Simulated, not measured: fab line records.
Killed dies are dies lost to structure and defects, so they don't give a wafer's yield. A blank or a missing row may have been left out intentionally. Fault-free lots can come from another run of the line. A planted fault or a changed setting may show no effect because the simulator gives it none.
Matching of chambers / flow nand-harc / ald-hk-04 running NHARC_A_CHANNEL_FILL_D1_ALD_16: 4 sister chambers
The step deposits SiO2, target thk 1.5 nm, pulse time 10 s, ald cycles 15. 4 wafers are shown with their chamber, then 12 later ones without.

WAFERS PAIRED WITH THEIR CHAMBERS
wafer=L089.5; chamber=2; heater-power-w (W)=573
wafer=L090.4; chamber=0; heater-power-w (W)=457
wafer=L091.1; chamber=1; heater-power-w (W)=499
wafer=L091.6; chamber=3; heater-power-w (W)=449

WAFERS WHOSE CHAMBER IS MISSING
wafer=L092.1; heater-power-w (W)=469
wafer=L092.4; heater-power-w (W)=501
wafer=L092.6; heater-power-w (W)=563
wafer=L094.1; heater-power-w (W)=452
wafer=L094.2; heater-power-w (W)=500
wafer=L094.6; heater-power-w (W)=502
wafer=L096.2; heater-power-w (W)=460
wafer=L096.3; heater-power-w (W)=568
wafer=L096.5; heater-power-w (W)=467
wafer=L097.3; heater-power-w (W)=581
wafer=L097.4; heater-power-w (W)=496
wafer=L097.6; heater-power-w (W)=505

WHICH CHAMBER EACH WENT THROUGH
wafer=L092.1; from the rows above=can't be placed: 0 or 3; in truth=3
wafer=L092.4; from the rows above=1; in truth=1
wafer=L092.6; from the rows above=2; in truth=2
wafer=L094.1; from the rows above=can't be placed: 3 or 0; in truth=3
wafer=L094.2; from the rows above=1; in truth=1
wafer=L094.6; from the rows above=1; in truth=1
wafer=L096.2; from the rows above=can't be placed: 0 or 3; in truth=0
wafer=L096.3; from the rows above=2; in truth=2
wafer=L096.5; from the rows above=can't be placed: 0 or 3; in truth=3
wafer=L097.3; from the rows above=2; in truth=2
wafer=L097.4; from the rows above=1; in truth=1
wafer=L097.6; from the rows above=1; in truth=1
8 of 12 placed correctly. Not placeable from these rows: 4 (in 4, the candidates include the true chamber). 0 placed wrongly.
How it was worked out, from the rows above alone: a wafer's distance from a chamber is the root of the sum, over the readings, of the square of ((its reading less the chamber's mean) divided by the reading's scatter). If the next closest chamber is less than 2 further off than the closest, the wafer can't be placed; otherwise it belongs to the closest. Each chamber's mean is taken over the wafers shown for it. The scatter (one wafer shown for each chamber): square how far every hidden wafer sits from the nearest shown wafer, average those squares and take the square root.
